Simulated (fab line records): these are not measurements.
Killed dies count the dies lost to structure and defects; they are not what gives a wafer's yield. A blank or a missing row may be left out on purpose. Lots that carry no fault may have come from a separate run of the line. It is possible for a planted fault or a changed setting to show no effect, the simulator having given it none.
Matching of chambers :: flow nandHarc :: NHARC_A_CHANNEL_FILL_D2_ALD_25 on aldHk-01: 4 sister chambers
The step deposits SiOx, target thk 60 nm, pulse time 10 s, ald cycles 600. 4 wafers are shown with their chamber, then 11 later ones without.

WAFERS WITH THEIR CHAMBER
wafer: L083.2
chamber: 1
heaterPowerW (W): 497

wafer: L086.5
chamber: 0
heaterPowerW (W): 457

wafer: L086.6
chamber: 3
heaterPowerW (W): 349

wafer: L088.3
chamber: 2
heaterPowerW (W): 535

WAFERS WHOSE CHAMBER IS MISSING
wafer: L088.5
heaterPowerW (W): 516

wafer: L088.6
heaterPowerW (W): 466

wafer: L091.1
heaterPowerW (W): 526

wafer: L091.2
heaterPowerW (W): 362

wafer: L091.3
heaterPowerW (W): 513

wafer: L094.1
heaterPowerW (W): 450

wafer: L094.2
heaterPowerW (W): 340

wafer: L094.3
heaterPowerW (W): 518

wafer: L097.3
heaterPowerW (W): 524

wafer: L097.2
heaterPowerW (W): 442

wafer: L097.5
heaterPowerW (W): 510

THE CHAMBER EACH PASSED THROUGH
wafer: L088.5
from the rows above: can't be placed: 1 or 2
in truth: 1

wafer: L088.6
from the rows above: can't be placed: 0 or 1
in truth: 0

wafer: L091.1
from the rows above: can't be placed: 2 or 1
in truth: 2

wafer: L091.2
from the rows above: 3
in truth: 3

wafer: L091.3
from the rows above: can't be placed: 1 or 2
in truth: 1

wafer: L094.1
from the rows above: 0
in truth: 0

wafer: L094.2
from the rows above: 3
in truth: 3

wafer: L094.3
from the rows above: can't be placed: 2 or 1
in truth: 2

wafer: L097.3
from the rows above: can't be placed: 2 or 1
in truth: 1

wafer: L097.2
from the rows above: 0
in truth: 0

wafer: L097.5
from the rows above: can't be placed: 1 or 2
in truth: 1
Placed correctly: 4 of 11. From these rows, 7 cannot be placed; in 7 the true chamber is one of the candidates. 0 placed wrongly.
How it was worked out, from the rows above alone: a wafer's distance from a chamber is the root of the sum, over the readings, of the square of ((its reading less the chamber's mean) divided by the reading's scatter). If the next closest chamber is less than 2 further off than the closest, the wafer can't be placed; otherwise it belongs to the closest. The mean given for a chamber averages the wafers shown for that chamber. The scatter: root of mean squared gap, hidden wafer to nearest shown wafer, with one shown wafer a chamber.
